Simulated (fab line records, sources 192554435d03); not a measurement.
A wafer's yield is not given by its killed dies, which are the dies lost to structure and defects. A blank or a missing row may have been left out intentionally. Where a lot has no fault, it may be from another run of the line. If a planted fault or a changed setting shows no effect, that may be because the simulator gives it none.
Chamber matching || flow n5_finfet || N5_BEOL_M13_ETCH_59 on rie_diel-02 has 4 sister chambers
The step etches BARC in N2/H2, target depth 89 nm, overetch 26.7 nm, time 67.9 s. 4 wafers are shown with their chamber, then 7 later ones without.

## EACH WAFER AND ITS CHAMBER
{"wafer": "L076.4", "chamber": 1, "showerhead_plenum_p_Torr (Torr)": 2.47}
{"wafer": "L081.4", "chamber": 2, "showerhead_plenum_p_Torr (Torr)": 2.56}
{"wafer": "L084.1", "chamber": 3, "showerhead_plenum_p_Torr (Torr)": 2.42}
{"wafer": "L084.2", "chamber": 0, "showerhead_plenum_p_Torr (Torr)": 2.60}

## WAFERS WITHOUT THEIR CHAMBER
{"wafer": "L084.6", "showerhead_plenum_p_Torr (Torr)": 2.46}
{"wafer": "L085.1", "showerhead_plenum_p_Torr (Torr)": 2.42}
{"wafer": "L085.5", "showerhead_plenum_p_Torr (Torr)": 2.60}
{"wafer": "L085.6", "showerhead_plenum_p_Torr (Torr)": 2.46}
{"wafer": "L092.2", "showerhead_plenum_p_Torr (Torr)": 2.59}
{"wafer": "L092.4", "showerhead_plenum_p_Torr (Torr)": 2.46}
{"wafer": "L092.6", "showerhead_plenum_p_Torr (Torr)": 2.56}

## THE CHAMBER EACH PASSED THROUGH
{"wafer": "L084.6", "from the rows above": 1, "in truth": 1}
{"wafer": "L085.1", "from the rows above": 3, "in truth": 3}
{"wafer": "L085.5", "from the rows above": 0, "in truth": 0}
{"wafer": "L085.6", "from the rows above": 1, "in truth": 1}
{"wafer": "L092.2", "from the rows above": 0, "in truth": 0}
{"wafer": "L092.4", "from the rows above": 1, "in truth": 1}
{"wafer": "L092.6", "from the rows above": 2, "in truth": 2}
Placed correctly: 7 of 7. Left unplaced by these rows: 0. Wrongly placed: 0.
How it was worked out, from the rows above alone: a wafer's distance from a chamber is the root of the sum, over the readings, of the square of ((its reading less the chamber's mean) divided by the reading's scatter). If the next closest chamber is less than 2 further off than the closest, the wafer can't be placed; otherwise it belongs to the closest. The mean given for a chamber averages the wafers shown for that chamber. The scatter: root of mean squared gap, hidden wafer to nearest shown wafer, with one shown wafer a chamber.
